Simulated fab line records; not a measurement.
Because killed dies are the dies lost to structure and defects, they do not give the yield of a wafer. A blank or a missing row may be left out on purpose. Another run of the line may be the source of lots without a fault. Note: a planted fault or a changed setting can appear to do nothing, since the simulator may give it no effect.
Problem report, 8D (eight disciplines) form, completed by code ; flow nand_harc ; the parts of the form that need people (team, actions taken, sign-off) are left out

1. WHAT IS WRONG
thk_nm at NHARC_A_ONON_D1_THK_MEAS_11 reads a mean of 676 nm on 4 wafers of 3 lots; wafers without a fault read 1002 nm with a standard deviation of 8.2. That is -40 standard deviations from the usual mean.
The step: measures by ellipsometry.
Seen first at day 11 13:41 on film_metro-02, wafer L281.5. The record holds 43 wafers of 15 lots with a number at this step. Rule for "out" (also "out of limits"): further than 4 standard deviations from the usual mean. Any other wafer with a number is counted as sound.

2. WHAT THIS IS AND IS NOT
question;is;is not
which readings at this step;thk_nm;-
which lots;L281, L283, L284;L267, L268, L269, L270, L271, L273, L274, L275, L278, L285, L288, L289
which wafers of those lots;L281.5, L283.5, L283.6, L284.6;L281.2, L283.1, L284.1
read on which gauges;film_metro-02;film_metro-01
when;from day 11 13:41;"up to then (28 sound wafers); but 11 sound wafers of L283, L284, L285, L288, L289 came after"

3. WHAT RULES OUT EACH SUSPECT
Counting: if a tool at a process step up to the reading ran every lot that is out, it stays a suspect. Sound lots after the first of them don't rule it out here, since some wafers of a struck lot are sound.
- the gauge at NHARC_A_ONON_D1_THK_MEAS_11 has been ruled out. All the wafers that are out were read on film_metro-02, but those of them that NHARC_END_SORT_01 has rows for are out there too, on other tools.
- pecvd_onon-04 at NHARC_A_ONON_D1_DEP_09 (target thk 1000 nm): kept. It ran every lot that is out, first L281 (day 11 13:14); its last sound lot up to then is L274 (day 9 20:38).
Left after counting: pecvd_onon-04 at NHARC_A_ONON_D1_DEP_09.

4. THE CAUSE (what the simulator had put in)
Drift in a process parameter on pecvd_onon-04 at NHARC_A_ONON_D1_DEP_09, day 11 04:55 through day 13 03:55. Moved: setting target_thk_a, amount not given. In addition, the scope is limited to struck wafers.
This tool alone remained once counting was done.

5. SEQUENCE OF EFFECTS, ordered by route
One row per reading whose mean, taken over the struck wafers that have a number, lies over 3 standard deviations from the usual. Only readings whose record carries a usual standard deviation are examined. hours: median over the lots of the time between each lot's start at the first step of this table that gives one and its start at this step. sigmas: the change, counted in usual standard deviations.
hours;step;reading;usual;on struck wafers;change;sigmas
0;NHARC_A_ONON_D1_THK_MEAS_11;thk_nm;1002 nm;676;-326;-40
295;NHARC_END_SORT_01;killed_at_array;24;674;+650;+88
295;NHARC_END_SORT_01;killed_dies;28;677;+649;+81

6. HOW IT WOULD HAVE BEEN CAUGHT EARLIER
In this record the first reading out of limits at a measuring or inspecting step was taken at day 11 13:41, 9 hours after the fault began at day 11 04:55.
L283, L284, from the lots that are out (3), started NHARC_A_ONON_D1_DEP_09 on pecvd_onon-04 later than day 11 13:41. A hold on the tool at that time would have spared those 2.
